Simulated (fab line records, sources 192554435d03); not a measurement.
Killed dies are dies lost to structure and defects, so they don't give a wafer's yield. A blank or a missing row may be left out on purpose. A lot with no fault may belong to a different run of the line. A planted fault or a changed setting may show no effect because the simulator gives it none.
Problem report in the 8D (eight disciplines) form, filled by code    flow n5_finfet    the parts of the form that need people (team, actions taken, sign-off) are left out

1. THE PROBLEM
spin_speed_rpm at N5_BEOL_M5_COAT_60 reads a mean of 1345.4 rpm on 6 wafers of 2 lots; wafers without a fault read 1500.0 rpm with a standard deviation of 1. So: -99 or more standard deviations from the usual mean.
The step: time 60 s, resist thk 12 nm.
First observed at day 13 00:56: wafer L212.3, on litho_track-03. The record holds 33 wafers of 11 lots with a number at this step. The rule behind "out" and "out of limits": a value lying over 4 standard deviations away from the usual mean. The rest of the wafers with a number are treated as sound.

2. WHAT IT IS; WHAT IT IS NOT
question                     is                      is not
which readings at this step  spin_speed_rpm          dispense_pressure_kPa
which lots                   L209, L212              L208, L218, L220, L221, L222, L223, L225, L226, L227
which wafers of those lots   all that have a number  -
read on which tools          litho_track-03          litho_track-04, litho_track-05
when                         from day 13 00:56       up to then (3 sound wafers); but 24 sound wafers of L218, L220, L221, L222, L223, L225, L226, L227 came after

3. WHAT RULES OUT EACH SUSPECT
Counting: a tool at a process step up to the reading stays a suspect if it ran every lot that is out and no sound lot after the first of them.
- litho_track-03 at N5_BEOL_M5_COAT_60 (time 60 s, resist thk 12 nm): ruled out as a lasting fault. The sound lots L227 went through it after L212, its earliest lot that is out (day 13 00:56).
Left after counting: nothing in the record.

4. THE CAUSE (what the simulator had put in)
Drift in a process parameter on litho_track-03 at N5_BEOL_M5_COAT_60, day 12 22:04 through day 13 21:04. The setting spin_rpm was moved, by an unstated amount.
Counting ruled it out, wrongly.

5. SEQUENCE OF EFFECTS, ordered by route
One row per reading whose mean, taken over the struck wafers that have a number, lies over 3 standard deviations from the usual. Scope: only readings with a usual standard deviation given in the record; hours: median across lots of the time from each lot's start at the first step in this table that gives one to its start at this step; sigmas: change in usual standard deviations.
hours  step                reading         usual       on struck wafers  change  sigmas
0      N5_BEOL_M5_COAT_60  spin_speed_rpm  1500.0 rpm  1345.4            -154.6  -99 or more
Process steps it contains:
- N5_BEOL_M5_COAT_60: time 60 s, resist thk 12 nm.

6. HOW IT WOULD HAVE BEEN CAUGHT EARLIER
In this record no reading fell out of limits until day 13 00:56, 3 hours after the fault had begun at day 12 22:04.
